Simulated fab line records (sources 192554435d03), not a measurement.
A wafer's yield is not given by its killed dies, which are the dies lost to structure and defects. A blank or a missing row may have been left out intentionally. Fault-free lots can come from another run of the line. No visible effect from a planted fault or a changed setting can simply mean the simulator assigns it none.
Chamber matching ; flow n5-finfet ; 3 sister chambers for N5_MOL_CONTACT_COAG_ETCH_106 on rie-diel-03
The step etches SOC in N2/H2, target depth 80 nm, overetch 16 nm, time 120 s. 3 wafers are shown with their chamber, then 6 later ones without.

== EACH WAFER AND ITS CHAMBER ==
wafer;chamber;showerhead-plenum-p-Torr (Torr)
L078.5;3;2.58
L079.1;0;2.45
L079.3;2;2.40

== WAFERS WITH NO CHAMBER GIVEN ==
wafer;showerhead-plenum-p-Torr (Torr)
L079.5;2.45
L091.1;2.43
L091.4;2.57
L091.5;2.72
L095.5;2.43
L095.6;2.57

== WHICH CHAMBER EACH WENT THROUGH ==
wafer;from the rows above;in truth
L079.5;can't be placed: 0 or 2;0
L091.1;can't be placed: 0 or 2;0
L091.4;can't be placed: 3 or 0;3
L091.5;3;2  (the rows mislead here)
L095.5;can't be placed: 0 or 2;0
L095.6;can't be placed: 3 or 0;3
Placed correctly: 0 of 6. Unplaceable from these rows: 5, with the true chamber sitting among the candidates in 5. Placed wrongly: 1.
How it was worked out, from the rows above alone: a wafer's distance from a chamber is the root of the sum, over the readings, of the square of ((its reading less the chamber's mean) divided by the reading's scatter). If the next closest chamber is less than 2 further off than the closest, the wafer can't be placed; otherwise it belongs to the closest. For every chamber, the mean is computed from those of its wafers that are shown. The scatter: with one shown wafer a chamber, the root of the mean of the squares of how far each hidden wafer lies from its nearest shown one.
